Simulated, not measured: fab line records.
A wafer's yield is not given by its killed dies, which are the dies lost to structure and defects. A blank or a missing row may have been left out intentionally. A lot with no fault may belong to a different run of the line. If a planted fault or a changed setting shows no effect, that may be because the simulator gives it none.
Matching of chambers	flow n5-finfet	N5_BEOL_M11_DESCUM_16 on rie-diel-01: 4 sister chambers
The step chemistry O2, time 7.9 s. 4 wafers are shown with their chamber, then 8 later ones without.

== WAFERS PAIRED WITH THEIR CHAMBERS ==
wafer	chamber	showerhead-plenum-p-Torr (Torr)
L090.1	0	2.20
L090.2	3	2.14
L090.5	1	2.18
L091.2	2	1.97

== WAFERS WITHOUT THEIR CHAMBER ==
wafer	showerhead-plenum-p-Torr (Torr)
L091.3	2.20
L091.6	2.18
L092.2	1.97
L092.3	2.18
L092.4	2.20
L097.1	2.14
L097.3	2.17
L097.5	2.19

== WHICH CHAMBER EACH WENT THROUGH ==
wafer	from the rows above	in truth
L091.3	0	0
L091.6	1	1
L092.2	2	2
L092.3	1	1
L092.4	0	0
L097.1	3	3
L097.3	1	1
L097.5	can't be placed: 1 or 0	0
Correct placement for 7 of the 8. Can't be placed from these rows: 1 (the true chamber is among the candidates in 1). Placed wrongly: 0.
How it was worked out, from the rows above alone: a wafer's distance from a chamber is the root of the sum, over the readings, of the square of ((its reading less the chamber's mean) divided by the reading's scatter). The wafer belongs to the nearest chamber; if the next one is less than 2 further off, it can't be placed. Each chamber's mean is taken over the wafers shown for it. The scatter: with one shown wafer a chamber, the root of the mean of the squares of how far each hidden wafer lies from its nearest shown one.
